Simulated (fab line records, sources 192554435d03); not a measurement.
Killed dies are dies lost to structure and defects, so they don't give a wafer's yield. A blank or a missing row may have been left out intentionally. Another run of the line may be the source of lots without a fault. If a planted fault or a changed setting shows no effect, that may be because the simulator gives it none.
Chamber matching || flow n5-finfet || rie-diel-01 running N5_BEOL_M13_ETCH_68: 4 sister chambers
The step etches SOC in N2/H2, time 355 s. 4 wafers are shown with their chamber, then 9 later ones without.

WAFERS WITH THEIR CHAMBER
{"wafer": "L085.6", "chamber": 1, "drypump-motor-current-A (A)": 5.5}
{"wafer": "L084.1", "chamber": 2, "drypump-motor-current-A (A)": 6.2}
{"wafer": "L084.3", "chamber": 3, "drypump-motor-current-A (A)": 5.5}
{"wafer": "L084.4", "chamber": 0, "drypump-motor-current-A (A)": 5.6}

WAFERS WHOSE CHAMBER IS MISSING
{"wafer": "L087.1", "drypump-motor-current-A (A)": 6.3}
{"wafer": "L087.2", "drypump-motor-current-A (A)": 5.6}
{"wafer": "L087.3", "drypump-motor-current-A (A)": 5.4}
{"wafer": "L094.2", "drypump-motor-current-A (A)": 6.3}
{"wafer": "L094.3", "drypump-motor-current-A (A)": 5.4}
{"wafer": "L094.5", "drypump-motor-current-A (A)": 5.7}
{"wafer": "L093.1", "drypump-motor-current-A (A)": 5.7}
{"wafer": "L093.2", "drypump-motor-current-A (A)": 5.4}
{"wafer": "L093.3", "drypump-motor-current-A (A)": 6.3}

THE CHAMBER EACH PASSED THROUGH
{"wafer": "L087.1", "from the rows above": 2, "in truth": 2}
{"wafer": "L087.2", "from the rows above": "can't be placed: 0 or 1 or 3", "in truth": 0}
{"wafer": "L087.3", "from the rows above": "can't be placed: 1 or 3 or 0", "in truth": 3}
{"wafer": "L094.2", "from the rows above": 2, "in truth": 2}
{"wafer": "L094.3", "from the rows above": "can't be placed: 1 or 3 or 0", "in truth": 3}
{"wafer": "L094.5", "from the rows above": "can't be placed: 0 or 1 or 3", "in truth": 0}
{"wafer": "L093.1", "from the rows above": "can't be placed: 0 or 1 or 3", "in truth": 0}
{"wafer": "L093.2", "from the rows above": "can't be placed: 1 or 3 or 0", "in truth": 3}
{"wafer": "L093.3", "from the rows above": 2, "in truth": 2}
Correct placement for 3 of the 9. These rows do not allow placing 6 (true chamber among the candidates in 6). Wrongly placed: 0.
How it was worked out, from the rows above alone: a wafer's distance from a chamber is the root of the sum, over the readings, of the square of ((its reading less the chamber's mean) divided by the reading's scatter). The wafer belongs to the nearest chamber; if the next one is less than 2 further off, it can't be placed. A chamber's mean is the mean of its shown wafers. The scatter: with one shown wafer a chamber, the root of the mean of the squares of how far each hidden wafer lies from its nearest shown one.
